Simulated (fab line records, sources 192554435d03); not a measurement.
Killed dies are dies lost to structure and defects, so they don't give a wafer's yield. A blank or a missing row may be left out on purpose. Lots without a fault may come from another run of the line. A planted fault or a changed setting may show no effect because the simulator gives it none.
Chamber matching | flow n5_finfet | N5_BEOL_M10_CMP_52 on cmp-02: 4 sister chambers
The step polishes, stops on SiCOH lowk, t overpolish 7 s, target thk 140 nm. 8 wafers are shown with their chamber, then 10 later ones without.

WAFERS WITH THEIR CHAMBER
wafer  | chamber | motor_current_A (A) | time_to_endpoint_s (s)
L082.1 | 2       | 4.4                 | 67
L082.2 | 1       | 5.4                 | 65
L084.4 | 2       | 4.3                 | 69
L084.6 | 1       | 5.5                 | 68
L091.4 | 3       | 6.6                 | 69
L091.5 | 0       | 5.6                 | 69
L092.1 | 0       | 5.5                 | 65
L092.2 | 3       | 6.6                 | 65

WAFERS WITHOUT THEIR CHAMBER
wafer  | motor_current_A (A) | time_to_endpoint_s (s)
L092.3 | 5.4                 | 65
L094.2 | 5.5                 | 64
L094.3 | 6.9                 | 67
L094.4 | 4.5                 | 69
L093.1 | 5.2                 | 66
L093.2 | 5.6                 | 69
L093.4 | 4.5                 | 69
L097.2 | 5.2                 | 68
L097.4 | 5.9                 | 71
L097.6 | 5.5                 | 68

WHICH CHAMBER EACH WENT THROUGH
wafer  | from the rows above     | in truth
L092.3 | can't be placed: 1 or 0 | 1
L094.2 | can't be placed: 1 or 0 | 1
L094.3 | 3                       | 3
L094.4 | 2                       | 2
L093.1 | can't be placed: 1 or 0 | 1
L093.2 | can't be placed: 0 or 1 | 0
L093.4 | 2                       | 2
L097.2 | can't be placed: 1 or 0 | 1
L097.4 | can't be placed: 0 or 1 | 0
L097.6 | can't be placed: 0 or 1 | 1
Placed correctly: 3 of 10. Can't be placed from these rows: 7 (the true chamber is among the candidates in 7). Placed wrongly: 0.
How it was worked out, from the rows above alone: a wafer's distance from a chamber is the root of the sum, over the readings, of the square of ((its reading less the chamber's mean) divided by the reading's scatter). The wafer belongs to the nearest chamber; if the next one is less than 2 further off, it can't be placed. A chamber's mean is the mean of its shown wafers. The scatter: the root of (the sum of the squares of (reading less its chamber's mean) over the shown wafers, divided by (wafers less chambers)).
